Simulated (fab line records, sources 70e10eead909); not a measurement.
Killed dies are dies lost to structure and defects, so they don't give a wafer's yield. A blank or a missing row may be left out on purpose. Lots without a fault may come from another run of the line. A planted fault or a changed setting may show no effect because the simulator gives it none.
Which tool did it? | flow nand_harc | 12 lots, 36 wafers sampled, at 6 steps of a route of 1159

WHAT THE GAUGES READ, wafer by wafer
NHARC_P_GATE_INSPECT_28.
lot  | measured     | on                | raw_defect_count
L933 | day 5 00:43  | defect_inspect-02 | 6 6 10
L934 | day 5 00:52  | defect_inspect-01 | 13 9 9
L935 | day 5 14:41  | defect_inspect-01 | 6 6 7
L936 | day 5 14:29  | defect_inspect-01 | 8 4 8
L937 | day 5 22:18  | defect_inspect-02 | 10 3 4
L938 | day 6 10:07  | defect_inspect-02 | 3 7 6
L940 | day 6 14:50  | defect_inspect-01 | 38 6 7
L941 | day 6 22:41  | defect_inspect-01 | 12 9 31
L944 | day 7 23:14  | defect_inspect-02 | 8 5 4
L949 | day 8 19:10  | defect_inspect-01 | 8 7 8
L953 | day 10 00:51 | defect_inspect-02 | 8 5 13
L954 | day 10 06:04 | defect_inspect-01 | 3 5 7

NHARC_END_SORT_01.
lot  | measured     | on        | killed_at_array | killed_at_other | killed_at_periphery | killed_dies | killed_open | killed_short
L940 | day 24 05:25 | prober-01 | 19 20 21        | 0 1 0           | 20 4 5              | 39 25 26    | 4 4 3       | 1 1 1
L941 | day 24 19:25 | prober-01 | 19 22 23        | 1 1 2           | 4 6 19              | 24 29 44    | 2 6 2       | 1 1 5

WHICH TOOL RAN EACH LOT (tool, then ch and the chambers of the sampled wafers, then the start)
lot  | NHARC_P_GATE_DESCUM_13            | NHARC_P_GATE_DEP_103           | NHARC_P_GATE_ALD_36               | NHARC_P_GATE_STRIP_101
L933 | rie_diel-11 ch 1,2,3, day 4 10:58 | pecvd-02 ch 0,2, day 4 23:58   | ald_sin-03 ch 1,2,3, day 5 03:14  | rie_diel-07 ch 0,3, day 5 12:17
L934 | rie_diel-11 ch 0,1,3, day 4 11:05 | pecvd-03 ch 1,2, day 4 23:59   | ald_sin-02 ch 1,2,3, day 5 03:08  | rie_diel-07 ch 0,3, day 5 13:17
L935 | rie_diel-07 ch 0,3, day 5 00:09   | pecvd-04 ch 0,1,2, day 5 13:52 | ald_sin-01 ch 0,1, day 5 17:45    | rie_diel-07 ch 1,2, day 6 04:04
L936 | rie_diel-13 ch 0,2,3, day 5 00:11 | pecvd-02 ch 0,1,2, day 5 13:46 | ald_sin-02 ch 2,3, day 5 16:33    | rie_diel-13 ch 0,1,2, day 6 04:21
L937 | rie_diel-11 ch 0,1,2, day 5 08:04 | pecvd-02 ch 1,2, day 5 21:32   | ald_sin-03 ch 0,1,3, day 5 23:43  | rie_diel-13 ch 0,1,2, day 6 09:44
L938 | rie_diel-11 ch 0,1,3, day 5 16:34 | pecvd-02 ch 0,2, day 6 09:22   | ald_sin-01 ch 0,1, day 6 11:27    | rie_diel-07 ch 1,2,3, day 6 21:08
L940 | rie_diel-07 ch 0,1, day 6 01:06   | pecvd-02 ch 0,1,2, day 6 14:01 | ald_sin-03 ch 0,1, day 6 16:13    | rie_diel-13 ch 1,2, day 7 01:46
L941 | rie_diel-07 ch 0,2,3, day 6 06:07 | pecvd-02 ch 0,1,2, day 6 22:02 | ald_sin-03 ch 0,1,3, day 7 01:05  | rie_diel-13 ch 1,2, day 7 09:40
L944 | rie_diel-07 ch 0,2,3, day 7 09:23 | pecvd-03 ch 0,1,2, day 7 22:26 | ald_sin-03 ch 0,1,3, day 8 00:35  | rie_diel-13 ch 0,2,3, day 8 10:13
L949 | rie_diel-13 ch 1,3, day 8 03:04   | pecvd-04 ch 0,1,2, day 8 18:24 | ald_sin-02 ch 0,2,3, day 8 20:36  | rie_diel-13 ch 0,1,2, day 9 06:33
L953 | rie_diel-11 ch 0,1,3, day 9 10:19 | pecvd-03 ch 1,2, day 10 00:12  | ald_sin-03 ch 0,2,3, day 10 02:11 | rie_diel-11 ch 0,2,3, day 10 11:50
L954 | rie_diel-13 ch 0,1,3, day 9 16:13 | pecvd-04 ch 0,2, day 10 05:23  | ald_sin-01 ch 0,3, day 10 08:58   | rie_diel-11 ch 0,3, day 10 17:31
- NHARC_P_GATE_DESCUM_13: chemistry O2, time 3 s.
- NHARC_P_GATE_DEP_103: deposits SiON, target thk 30 nm.
- NHARC_P_GATE_ALD_36: deposits SiNx, target thk 20 nm, pulse time 60 s, ald cycles 223.
- NHARC_P_GATE_STRIP_101: strips in O2, time 20 s.

WHAT THE TOOLS THEMSELVES READ (means of the sampled wafers that have a number; where no wafer has one, the mark that the record gives instead)
NHARC_P_GATE_DESCUM_13.
lot  | tool        | drypump_motor_current_A (A) | oes_product_au (a.u.) | rf_vpp_V (V) | showerhead_plenum_p_Torr (Torr) | throttle_valve_pct (%)
L933 | rie_diel-11 | 5.9                         | 0.990                 | 57.9         | 1.94                            | 11.303
L934 | rie_diel-11 | 6.0                         | 1.000                 | 57.6         | 1.99                            | 11.309
L935 | rie_diel-07 | 6.3                         | 0.999                 | 58.4         | 1.94                            | 11.299
L936 | rie_diel-13 | 5.9                         | 0.994                 | 58.2         | 1.92                            | 11.306
L937 | rie_diel-11 | 5.6                         | 0.991                 | 58.4         | 1.93                            | 11.313
L938 | rie_diel-11 | 6.0                         | 1.000                 | 58.1         | 1.99                            | 11.308
L940 | rie_diel-07 | 5.4                         | 0.984                 | 57.1         | 1.87                            | 11.306
L941 | rie_diel-07 | 6.0                         | 1.001                 | 57.9         | 1.98                            | 11.319
L944 | rie_diel-07 | 6.1                         | 0.996                 | 58.5         | 1.98                            | 11.310
L949 | rie_diel-13 | 5.5                         | 0.989                 | 58.1         | 1.97                            | 11.310
L953 | rie_diel-11 | 6.0                         | 0.999                 | 58.2         | 1.98                            | 11.306
L954 | rie_diel-13 | 5.6                         | 0.997                 | 58.5         | 1.95                            | 11.309

NHARC_P_GATE_DEP_103.
lot  | tool     | heater_power_w (W)
L933 | pecvd-02 | 679
L934 | pecvd-03 | 812
L935 | pecvd-04 | 675
L936 | pecvd-02 | 699
L937 | pecvd-02 | 697
L938 | pecvd-02 | 723
L940 | pecvd-02 | 708
L941 | pecvd-02 | 692
L944 | pecvd-03 | 803
L949 | pecvd-04 | 757
L953 | pecvd-03 | 789
L954 | pecvd-04 | 724

NHARC_P_GATE_ALD_36.
lot  | tool       | heater_power_w (W) | precursor_pulse_height_rel
L933 | ald_sin-03 | 882                | 1.014
L934 | ald_sin-02 | 907                | 0.996
L935 | ald_sin-01 | 882                | 0.985
L936 | ald_sin-02 | 907                | 0.992
L937 | ald_sin-03 | 854                | 0.993
L938 | ald_sin-01 | 876                | 1.001
L940 | ald_sin-03 | 898                | 0.973
L941 | ald_sin-03 | 850                | 1.002
L944 | ald_sin-03 | 854                | 1.003
L949 | ald_sin-02 | 876                | 0.998
L953 | ald_sin-03 | 903                | 1.007
L954 | ald_sin-01 | 907                | 0.987

NHARC_P_GATE_STRIP_101.
lot  | tool        | drypump_motor_current_A (A) | oes_product_au (a.u.) | rf_vpp_V (V) | showerhead_plenum_p_Torr (Torr) | throttle_valve_pct (%)
L933 | rie_diel-07 | 6.3                         | 1.001                 | 58.0         | 3.56                            | 17.035
L934 | rie_diel-07 | 6.3                         | 1.008                 | 58.1         | 3.56                            | 17.037
L935 | rie_diel-07 | 5.5                         | 0.993                 | 57.5         | 3.63                            | 17.041
L936 | rie_diel-13 | 5.6                         | 0.997                 | 57.4         | 3.51                            | 17.036
L937 | rie_diel-13 | 5.6                         | 1.000                 | 58.1         | 3.51                            | 17.035
L938 | rie_diel-07 | 5.5                         | 1.002                 | 57.8         | 3.66                            | 17.044
L940 | rie_diel-13 | 5.6                         | 0.998                 | 57.1         | 3.53                            | 17.033
L941 | rie_diel-13 | 5.5                         | 0.997                 | 58.0         | 3.52                            | 17.040
L944 | rie_diel-13 | 5.9                         | 0.990                 | 58.3         | 3.53                            | 17.026
L949 | rie_diel-13 | 5.6                         | 0.998                 | 57.2         | 3.50                            | 17.033
L953 | rie_diel-11 | 6.0                         | 1.001                 | 57.2         | 3.50                            | 17.030
L954 | rie_diel-11 | 6.1                         | 1.003                 | 58.3         | 3.59                            | 17.036

THE ANSWER, worked out from the rows above alone
Rule: what is usual is taken from the lots themselves. Put in order of their means at a reading, lots are off if they are a third of the lots or fewer, leave a main group of 4 or more, and stand apart from it by a gap of 3 or more times the standard deviation of the main group's means; of several such gaps the widest counts. A main group whose means are all the same, to the digits that the tables above print for the reading, isn't used. A lot without any number at a reading at which 4 lots or more have one is off too. The other lots that the step has rows for count as sound. The gauges are gone through in route order, then the tools' own readings, and for those a lot's mean is taken as printed above. The first step at which some lot is off is used, and at that step the reading that is off furthest; a lot without a number counts as furthest.
Off: L940, L941, at NHARC_P_GATE_INSPECT_28 (raw_defect_count). The main group: mean 6.9, standard deviation 1.6.
A tool fits if, at a process step before that reading, it ran every lot that is off, and no sound lot after the first of them. The gauges at NHARC_P_GATE_INSPECT_28 are tried like those tools. One fits: pecvd-02 at NHARC_P_GATE_DEP_103. Its last sound lot is L938 (day 6 09:22), its first lot that is off L940 (day 6 14:01): a fault that began between those two fits.

WHAT THE SIMULATOR HAD PUT IN
Chamber particle source: pecvd-02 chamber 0, from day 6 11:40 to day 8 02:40, at NHARC_P_GATE_DEP_103. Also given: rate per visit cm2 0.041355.
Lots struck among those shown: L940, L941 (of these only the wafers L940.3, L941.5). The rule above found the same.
